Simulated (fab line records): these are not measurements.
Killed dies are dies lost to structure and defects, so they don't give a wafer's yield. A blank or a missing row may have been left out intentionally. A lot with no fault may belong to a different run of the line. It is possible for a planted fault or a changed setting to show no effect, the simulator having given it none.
Lot-split experiment :: flow n5_finfet :: on a route of 1938 steps: 7 lots, 39 wafers read

## THE SPLIT
At N5_BEOL_M15_ILD_DEP_00 (deposits SiO2 from TEOS/O2, target thk 1629.3 nm, time 346.1 s), the setting target_thk_a was moved away from the recipe's 16293 angstrom on 18 of the 39 wafers read, by -37.2% to +57.3%. For the rest of the wafers, this setting stayed at what the recipe calls for.

The file shows no step between the split and the reading.

## THE READING
Values of M15_ILD_THK in nm from N5_BEOL_M15_THK_MEAS_01. A value of 1634 nm with a standard deviation of 21 nm is what fault-free wafers of this fab line usually give.

wafer: L075.1
tool, chamber at the split: pecvd-03, 2
target_thk_a as run, angstrom: 16293
against the recipe: recipe
M15_ILD_THK, nm: 1606
against lot-mates on the recipe: -

wafer: L075.2
tool, chamber at the split: pecvd-03, 1
target_thk_a as run, angstrom: 16293
against the recipe: recipe
M15_ILD_THK, nm: 1621
against lot-mates on the recipe: -

wafer: L075.3
tool, chamber at the split: pecvd-03, 2
target_thk_a as run, angstrom: 10870
against the recipe: -33.3%
M15_ILD_THK, nm: 1061
against lot-mates on the recipe: -562

wafer: L075.4
tool, chamber at the split: pecvd-03, 1
target_thk_a as run, angstrom: 10870
against the recipe: -33.3%
M15_ILD_THK, nm: 1080
against lot-mates on the recipe: -543

wafer: L075.5
tool, chamber at the split: pecvd-03, 1
target_thk_a as run, angstrom: 16293
against the recipe: recipe
M15_ILD_THK, nm: 1643
against lot-mates on the recipe: -

wafer: L075.6
tool, chamber at the split: pecvd-03, 2
target_thk_a as run, angstrom: 10870
against the recipe: -33.3%
M15_ILD_THK, nm: 1051
against lot-mates on the recipe: -572

wafer: L084.2
tool, chamber at the split: pecvd-02, 0
target_thk_a as run, angstrom: 16293
against the recipe: recipe
M15_ILD_THK, nm: 1608
against lot-mates on the recipe: -

wafer: L084.4
tool, chamber at the split: pecvd-02, 0
target_thk_a as run, angstrom: 16293
against the recipe: recipe
M15_ILD_THK, nm: 1643
against lot-mates on the recipe: -

wafer: L084.6
tool, chamber at the split: pecvd-02, 2
target_thk_a as run, angstrom: 16293
against the recipe: recipe
M15_ILD_THK, nm: 1651
against lot-mates on the recipe: -

wafer: L086.1
tool, chamber at the split: pecvd-01, 0
target_thk_a as run, angstrom: 19790
against the recipe: +21.5%
M15_ILD_THK, nm: 1962
against lot-mates on the recipe: +304

wafer: L086.2
tool, chamber at the split: pecvd-01, 2
target_thk_a as run, angstrom: 19790
against the recipe: +21.5%
M15_ILD_THK, nm: 1991
against lot-mates on the recipe: +333

wafer: L086.3
tool, chamber at the split: pecvd-01, 1
target_thk_a as run, angstrom: 19790
against the recipe: +21.5%
M15_ILD_THK, nm: 1991
against lot-mates on the recipe: +333

wafer: L086.4
tool, chamber at the split: pecvd-01, 0
target_thk_a as run, angstrom: 16293
against the recipe: recipe
M15_ILD_THK, nm: 1651
against lot-mates on the recipe: -

wafer: L086.5
tool, chamber at the split: pecvd-01, 2
target_thk_a as run, angstrom: 16293
against the recipe: recipe
M15_ILD_THK, nm: 1660
against lot-mates on the recipe: -

wafer: L086.6
tool, chamber at the split: pecvd-01, 1
target_thk_a as run, angstrom: 16293
against the recipe: recipe
M15_ILD_THK, nm: 1662
against lot-mates on the recipe: -

wafer: L089.1
tool, chamber at the split: pecvd-03, 0
target_thk_a as run, angstrom: 16293
against the recipe: recipe
M15_ILD_THK, nm: 1620
against lot-mates on the recipe: -

wafer: L089.2
tool, chamber at the split: pecvd-03, 1
target_thk_a as run, angstrom: 16293
against the recipe: recipe
M15_ILD_THK, nm: 1626
against lot-mates on the recipe: -

wafer: L089.3
tool, chamber at the split: pecvd-03, 2
target_thk_a as run, angstrom: 12660
against the recipe: -22.3%
M15_ILD_THK, nm: 1242
against lot-mates on the recipe: -376

wafer: L089.4
tool, chamber at the split: pecvd-03, 0
target_thk_a as run, angstrom: 12660
against the recipe: -22.3%
M15_ILD_THK, nm: 1284
against lot-mates on the recipe: -334

wafer: L089.5
tool, chamber at the split: pecvd-03, 1
target_thk_a as run, angstrom: 12660
against the recipe: -22.3%
M15_ILD_THK, nm: 1300
against lot-mates on the recipe: -318

wafer: L089.6
tool, chamber at the split: pecvd-03, 2
target_thk_a as run, angstrom: 16293
against the recipe: recipe
M15_ILD_THK, nm: 1607
against lot-mates on the recipe: -

wafer: L090.1
tool, chamber at the split: pecvd-01, 2
target_thk_a as run, angstrom: 16293
against the recipe: recipe
M15_ILD_THK, nm: 1614
against lot-mates on the recipe: -

wafer: L090.2
tool, chamber at the split: pecvd-01, 0
target_thk_a as run, angstrom: 13270
against the recipe: -18.6%
M15_ILD_THK, nm: 1341
against lot-mates on the recipe: -296

wafer: L090.3
tool, chamber at the split: pecvd-01, 1
target_thk_a as run, angstrom: 16293
against the recipe: recipe
M15_ILD_THK, nm: 1651
against lot-mates on the recipe: -

wafer: L090.4
tool, chamber at the split: pecvd-01, 2,1
target_thk_a as run, angstrom: 13270
against the recipe: -18.6%
M15_ILD_THK, nm: 1354
against lot-mates on the recipe: -283

wafer: L090.5
tool, chamber at the split: pecvd-01, 0
target_thk_a as run, angstrom: 16293
against the recipe: recipe
M15_ILD_THK, nm: 1646
against lot-mates on the recipe: -

wafer: L090.6
tool, chamber at the split: pecvd-01, 2,1
target_thk_a as run, angstrom: 13270
against the recipe: -18.6%
M15_ILD_THK, nm: 1354
against lot-mates on the recipe: -283

wafer: L092.1
tool, chamber at the split: pecvd-01, 0
target_thk_a as run, angstrom: 16293
against the recipe: recipe
M15_ILD_THK, nm: 1623
against lot-mates on the recipe: -

wafer: L092.2
tool, chamber at the split: pecvd-01, 1
target_thk_a as run, angstrom: 25630
against the recipe: +57.3%
M15_ILD_THK, nm: 2576
against lot-mates on the recipe: +940

wafer: L092.3
tool, chamber at the split: pecvd-01, 2
target_thk_a as run, angstrom: 16293
against the recipe: recipe
M15_ILD_THK, nm: 1629
against lot-mates on the recipe: -

wafer: L092.4
tool, chamber at the split: pecvd-01, 2
target_thk_a as run, angstrom: 16293
against the recipe: recipe
M15_ILD_THK, nm: 1655
against lot-mates on the recipe: -

wafer: L092.5
tool, chamber at the split: pecvd-01, 1
target_thk_a as run, angstrom: 25630
against the recipe: +57.3%
M15_ILD_THK, nm: 2601
against lot-mates on the recipe: +965

wafer: L092.6
tool, chamber at the split: pecvd-01, 0
target_thk_a as run, angstrom: 25630
against the recipe: +57.3%
M15_ILD_THK, nm: 2584
against lot-mates on the recipe: +948

wafer: L094.1
tool, chamber at the split: pecvd-02, 2
target_thk_a as run, angstrom: 16293
against the recipe: recipe
M15_ILD_THK, nm: 1618
against lot-mates on the recipe: -

wafer: L094.2
tool, chamber at the split: pecvd-02, 0
target_thk_a as run, angstrom: 10240
against the recipe: -37.2%
M15_ILD_THK, nm: 1010
against lot-mates on the recipe: -613

wafer: L094.3
tool, chamber at the split: pecvd-02, 2
target_thk_a as run, angstrom: 16293
against the recipe: recipe
M15_ILD_THK, nm: 1631
against lot-mates on the recipe: -

wafer: L094.4
tool, chamber at the split: pecvd-02, 0
target_thk_a as run, angstrom: 16293
against the recipe: recipe
M15_ILD_THK, nm: 1621
against lot-mates on the recipe: -

wafer: L094.5
tool, chamber at the split: pecvd-02, 0
target_thk_a as run, angstrom: 10240
against the recipe: -37.2%
M15_ILD_THK, nm: 1018
against lot-mates on the recipe: -605

wafer: L094.6
tool, chamber at the split: pecvd-02, 2
target_thk_a as run, angstrom: 10240
against the recipe: -37.2%
M15_ILD_THK, nm: 1007
against lot-mates on the recipe: -616
When a row names more than one chamber, that row covers several wafers, and the file does not tell which wafer ran in which chamber.

THE FIT
A straight line over all 39 wafers: M15_ILD_THK changes by +16.6 nm for each +1% of target_thk_a; r = +1.00; the points scatter about the line by 19 nm.
The same after taking each lot's own level away (the mean of its wafers on the recipe; 39 wafers): +16.4 nm for each +1%; r = +1.00; scatter 18 nm.
The reading moves by 9.4e+02 nm for the largest change in target_thk_a, on that fit.
Measured against the standard deviation above, the lots' own levels, which go from 1617.7 to 1657.7 nm, span 1.9 times it.
The two slopes agree, so the slope changes little with the lot-to-lot level.
Check: +938 nm against its lot-mates is what the line predicts for one of the wafers moved furthest among these (+57.3%) when that wafer is left out of the fit. Against them it came out at +940 nm.

## FURTHER SPLITS ON THESE WAFERS
Other splits were also applied to these wafers ahead of the reading. Each is held against what the fit with the lots' levels taken away leaves over:
other split on the same wafers: N5_BEOL_M10_DEVELOP_10 develop_time_s
wafers away from the commonest value: 15
r with M15_ILD_THK (lot level and that fit taken away): -0.10

## THE WHOLE CHAIN: every reading that the file lists as answering this split, in the file's order
step: N5_BEOL_M15_ILD_DEP_00
what it does: deposits SiO2 from TEOS/O2, target thk 1629.3 nm, time 346.1 s
reading: SiO2_of_BEOL_M15_ILD_DEP_00.thk_nm (the simulator's own value, which no gauge read)
change (the file's fit): +16.4 nm for each +1% of the setting
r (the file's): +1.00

step: N5_BEOL_M15_THK_MEAS_01
what it does: 
reading: M15_ILD_THK
change (the file's fit): +16.4 for each +1% of the setting
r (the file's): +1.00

step: N5_BEOL_M15_VIA_ETCH_16
what it does: etches SiO2 in C4F8/O2/Ar, target depth 1792.2 nm
reading: etch.depth_nm (the simulator's own value, which no gauge read)
change (the file's fit): +16.4 nm for each +1% of the setting
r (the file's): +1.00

step: N5_BEOL_M15_VIA_ETCH_16
what it does: etches SiO2 in C4F8/O2/Ar, target depth 1792.2 nm
reading: coat_of_BEOL_M15_COAT_04.thk_nm (the simulator's own value, which no gauge read)
change (the file's fit): -3.86 nm for each +1% of the setting
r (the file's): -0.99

## THE FILE'S OWN FIT
M15_ILD_THK changes by +16.4 nm for each +1% of target_thk_a, r = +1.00.
